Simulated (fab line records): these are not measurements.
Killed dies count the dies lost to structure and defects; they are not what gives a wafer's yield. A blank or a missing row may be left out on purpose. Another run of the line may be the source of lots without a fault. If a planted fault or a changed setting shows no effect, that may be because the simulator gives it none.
What tool caused it?    flow n5 finfet    8 lots, 24 wafers sampled, at 5 steps of a route of 1938

## WHAT THE GAUGES READ, wafer by wafer
N5_BEOL_M4_RC_MEAS_101.
lot   measured      on         DIBL_N (mV/V)   DIBL_P (mV/V)   IOFF_N (nA/um)     IOFF_N_85C (nA/um)  IOFF_N_LIN (nA/um)  IOFF_N_LONG (nA/um)         IOFF_P (nA/um)     IOFF_P_85C (nA/um)  IOFF_P_LIN (nA/um)  IOFF_P_LONG (nA/um)         ION_N (uA/um)  ION_P (uA/um)  SS_N (mV/dec)   SS_P (mV/dec)   VT_N (mV)          VT_N_LONG (mV)     VT_N_LVT (mV)      VT_P (mV)             VT_P_LONG (mV)        VT_P_LVT (mV)
L298  day 7 20:01   prober-01  35.6 35.7 35.3  34.7 34.9 34.9  0.148 0.151 0.147  2.9 2.9 2.9         0.072 0.071 0.070   5.5e-05 5.46e-05 5.47e-05   0.194 0.200 0.196  3.3 3.4 3.4         0.093 0.095 0.093   0.000102 0.000102 0.000105  674 688 678    468 470 463    71.6 72.3 72.2  73.1 73.5 72.6  249.6 249.3 247.7  275.8 275.3 274.2  98.4 100.3 99.9    -251.0 -249.6 -250.2  -278.6 -277.6 -276.2  -100.8 -99.3 -99.8
L301  day 8 21:16   prober-02  37.6 38.4 35.2  37.2 38.5 34.9  0.164 0.181 0.134  3.2 3.6 2.7         0.077 0.084 0.066   5.61e-05 5.61e-05 5.73e-05  0.216 0.235 0.184  3.7 4.1 3.3         0.102 0.109 0.092   0.000104 0.000103 0.000108  681 684 681    468 468 466    71.6 72.1 71.5  73.5 73.9 73.4  250.3 248.3 252.3  273.7 275.3 275.0  97.2 94.7 100.4    -249.2 -249.2 -253.5  -275.5 -278.9 -276.2  -96.6 -95.8 -99.3
L306  day 10 11:20  prober-01  35.2 36.0 36.5  35.5 35.5 36.9  0.131 0.134 0.146  2.7 2.7 2.9         0.064 0.064 0.069   5.62e-05 5.72e-05 5.56e-05  0.189 0.192 0.214  3.3 3.3 3.6         0.094 0.095 0.103   0.000109 0.000117 0.000111  672 668 676    461 463 465    71.0 71.3 71.0  73.0 72.4 73.2  251.7 250.1 249.3  274.4 274.8 274.5  99.5 100.0 98.6    -250.1 -248.9 -249.1  -274.8 -273.9 -275.2  -100.4 -99.5 -97.7
L310  day 11 19:35  prober-01  36.0 37.1 36.7  34.7 35.7 35.4  0.000 0.000 0.000  0.0 0.0 0.0         0.000 0.000 0.000   2.71e-05 2.76e-05 2.77e-05  1.106 1.178 1.150  15.0 15.7 15.5      0.542 0.562 0.552   0.00052 0.000507 0.000516   319 318 323    535 533 536    70.5 71.2 71.0  72.4 73.2 73.3  414.5 416.2 415.3  441.6 440.1 440.3  261.7 262.8 263.4  -200.1 -202.2 -203.5  -221.9 -224.1 -224.2  -49.4 -49.3 -49.5
L311  day 11 16:36  prober-01  32.9 33.4 33.5  32.7 33.6 32.3  0.000 0.000 0.000  0.0 0.0 0.0         0.000 0.000 0.000   2.68e-05 2.61e-05 2.7e-05   0.906 0.993 0.873  12.1 13.0 11.6      0.443 0.465 0.428   0.000474 0.00047 0.000476   318 311 314    535 528 530    71.2 71.1 71.3  73.2 73.4 72.7  419.3 418.3 423.8  442.4 441.5 441.8  265.8 265.3 269.5  -205.6 -205.8 -206.6  -224.7 -227.8 -225.9  -53.3 -52.7 -54.3
L312  day 11 21:38  prober-02  36.6 36.9 36.5  35.2 35.6 35.4  0.166 0.167 0.162  3.3 3.3 3.2         0.076 0.077 0.076   5.75e-05 5.74e-05 5.81e-05  0.215 0.219 0.207  3.7 3.7 3.5         0.102 0.101 0.097   0.0001 0.000103 0.000103    678 681 685    455 465 461    71.7 71.5 71.4  73.0 73.0 73.1  246.1 246.6 246.0  272.8 271.8 273.9  95.1 96.1 94.2     -251.5 -250.9 -250.9  -275.1 -274.4 -273.6  -97.9 -97.4 -98.8
L316  day 12 20:43  prober-02  36.0 36.6 34.9  36.7 36.9 35.4  0.141 0.141 0.122  2.9 2.9 2.6         0.067 0.066 0.059   4.9e-05 4.9e-05 4.92e-05    0.183 0.189 0.162  3.1 3.2 2.9         0.085 0.088 0.078   8.8e-05 8.6e-05 8.6e-05     668 667 659    455 456 453    70.9 71.6 70.7  73.6 73.5 72.5  250.3 252.9 253.9  280.1 276.5 276.6  101.4 101.0 103.1  -252.3 -256.0 -256.0  -279.9 -283.1 -282.2  -103.6 -103.3 -105.0
L321  day 14 10:37  prober-01  35.0 35.0 35.9  35.5 36.1 36.4  0.129 0.136 0.141  2.7 2.8 2.8         0.065 0.067 0.070   5.13e-05 5.09e-05 5.17e-05  0.156 0.168 0.169  2.8 3.0 3.0         0.079 0.083 0.083   9.3e-05 9.3e-05 9.3e-05     667 678 677    456 460 462    71.1 71.8 72.3  73.3 72.9 73.3  251.5 249.9 250.5  278.8 277.9 276.9  97.4 95.9 96.6     -255.6 -253.4 -256.6  -278.4 -280.5 -277.0  -100.9 -100.5 -101.0

## WHICH TOOL RAN EACH LOT (tool, then ch and the chambers of the sampled wafers, then the start)
lot   N5_HKMG_FIN_STRIP_92               N5_HKMG_FIN_STRIP_89               N5_HKMG_FIN_NWFM_ALD_20             N5_HKMG_FIN_ETCH_67
L298  rie diel-02 ch 1,3, day 4 04:37    rie diel-01 ch 0,1,2, day 4 05:33  ald metal-02 ch 0,3, day 4 06:07    rie diel-01 ch 0,1,3, day 4 06:34
L301  rie diel-01 ch 1,2,3, day 5 00:08  rie diel-06 ch 1,2,3, day 5 01:04  ald metal-02 ch 2,3, day 5 01:38    rie diel-02 ch 0,2,3, day 5 02:04
L306  rie diel-06 ch 0,1,3, day 6 04:45  rie diel-02 ch 2,3, day 6 05:43    ald metal-02 ch 0,1,3, day 6 06:22  rie diel-02 ch 0,3, day 6 06:48
L310  rie diel-06 ch 0,2, day 7 04:11    rie diel-02 ch 1,3, day 7 05:07    ald metal-02 ch 0,3, day 7 05:41    rie diel-01 ch 0,2, day 7 06:07
L311  rie diel-01 ch 1,2, day 7 10:08    rie diel-01 ch 1,2,3, day 7 11:04  ald metal-02 ch 0,1,3, day 7 11:38  rie diel-06 ch 0,1,3, day 7 12:08
L312  rie diel-02 ch 0,1, day 7 15:37    rie diel-01 ch 1,2,3, day 7 16:32  ald metal-04 ch 0,2, day 7 17:11    rie diel-02 ch 0,1,3, day 7 17:37
L316  rie diel-02 ch 0,1,3, day 8 15:42  rie diel-01 ch 1,2,3, day 8 16:40  ald metal-01 ch 0,1,3, day 8 17:14  rie diel-01 ch 1,2, day 8 17:41
L321  rie diel-06 ch 0,1,3, day 9 22:09  rie diel-02 ch 1,2,3, day 9 23:05  ald metal-04 ch 1,2, day 9 23:40    rie diel-02 ch 1,3, day 10 00:10
- N5_HKMG_FIN_STRIP_92: strips SOC in N2/H2, time 20 s.
- N5_HKMG_FIN_STRIP_89: strips SOC in N2/H2, time 20 s.
- N5_HKMG_FIN_NWFM_ALD_20: deposits TiAlC, target thk 2 nm, pulse time 3 s, purge time 2 s.
- N5_HKMG_FIN_ETCH_67: etches SOC in N2/H2, stops on TiN, target depth 388.9 nm.

## AS READ BY THE TOOLS THEMSELVES (means over the sampled wafers that have a number; for cases with no such wafer, the mark the record gives instead)
N5_HKMG_FIN_STRIP_92.
lot   tool         drypump motor current A (A)  oes product au (a.u.)  rf vpp V (V)  showerhead plenum p Torr (Torr)  throttle valve pct (%)
L298  rie diel-02  5.7                          0.72                   54.2          3.38                             19.0
L301  rie diel-01  5.9                          0.77                   54.0          3.31                             19.0
L306  rie diel-06  5.7                          0.77                   53.8          3.37                             19.0
L310  rie diel-06  5.4                          0.89                   53.7          3.48                             18.8
L311  rie diel-01  5.7                          0.82                   54.0          3.29                             19.0
L312  rie diel-02  5.9                          0.80                   53.4          3.41                             19.0
L316  rie diel-02  5.6                          0.79                   53.8          3.42                             18.9
L321  rie diel-06  5.7                          0.75                   54.2          3.36                             19.1

N5_HKMG_FIN_STRIP_89.
lot   tool         drypump motor current A (A)  oes product au (a.u.)  rf vpp V (V)  showerhead plenum p Torr (Torr)  throttle valve pct (%)
L298  rie diel-01  5.5                          0.78                   53.6          3.32                             19.1
L301  rie diel-06  5.8                          0.71                   53.9          3.29                             19.1
L306  rie diel-02  5.4                          0.82                   54.3          3.43                             18.8
L310  rie diel-02  5.4                          0.81                   54.7          3.43                             18.8
L311  rie diel-01  5.9                          0.87                   54.1          3.30                             18.9
L312  rie diel-01  5.9                          0.86                   54.5          3.30                             18.9
L316  rie diel-01  5.9                          0.84                   54.5          3.29                             18.9
L321  rie diel-02  5.6                          0.82                   54.9          3.35                             18.9

N5_HKMG_FIN_NWFM_ALD_20.
lot   tool          heater power w (W)  precursor pulse height rel
L298  ald metal-02  638                 1.000
L301  ald metal-02  626                 0.998
L306  ald metal-02  578                 1.011
L310  ald metal-02  633                 1.012
L311  ald metal-02  574                 1.005
L312  ald metal-04  453                 0.985
L316  ald metal-01  498                 0.993
L321  ald metal-04  437                 0.991

N5_HKMG_FIN_ETCH_67.
lot   tool         drypump motor current A (A)  oes product au (a.u.)  rf vpp V (V)  showerhead plenum p Torr (Torr)  throttle valve pct (%)
L298  rie diel-01  5.7                          0.69                   240.0         2.52                             18.03
L301  rie diel-02  5.6                          0.81                   241.4         2.60                             17.59
L306  rie diel-02  5.7                          0.73                   242.1         2.64                             17.62
L310  rie diel-01  5.5                          0.79                   240.3         2.48                             17.63
L311  rie diel-06  5.7                          0.75                   240.0         2.55                             17.79
L312  rie diel-02  5.6                          0.79                   241.7         2.59                             17.62
L316  rie diel-01  5.7                          0.79                   240.1         2.49                             17.68
L321  rie diel-02  5.7                          0.82                   240.9         2.54                             17.64

## THE ANSWER, worked out from the rows above alone
Rule: the lots themselves supply what counts as usual. The widest of any qualifying gaps counts: lots, ordered by their means at a reading, are off when they make up no more than a third of the lots, leave a main group of 4 or more, and stand apart from it by 3 or more times the standard deviation of that group's means. Not used: any main group whose means are identical at the precision the tables above print for the reading. Also off: a lot with no number at a reading for which 4 or more lots have one. Where the step has rows for the other lots, those lots are counted as sound. The gauges are gone through in route order, then the tools' own readings, and for those a lot's mean is taken as printed above. The first step at which some lot is off is used, and at that step the reading that is off furthest; a lot without a number counts as furthest.
Off: at N5_BEOL_M4_RC_MEAS_101 (VT_N_LONG), L310, L311. The main group: mean 275.5 mV, standard deviation 1.8.
A tool fits if, at a process step before that reading, it ran every lot that is off, and no sound lot after the first of them. The gauges at N5_BEOL_M4_RC_MEAS_101 are tried like those tools. One candidate fits, namely ald metal-02 at N5_HKMG_FIN_NWFM_ALD_20. A fault onset in the window from L306 (day 6 06:22, its last sound lot) to L310 (day 7 05:41, its first lot off) fits.

## WHAT THE SIMULATOR HAD PUT IN
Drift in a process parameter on ald metal-02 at N5_HKMG_FIN_NWFM_ALD_20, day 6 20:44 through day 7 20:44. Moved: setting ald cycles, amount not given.
Lots struck among those shown: L311, L310. Same finding as the rule above.
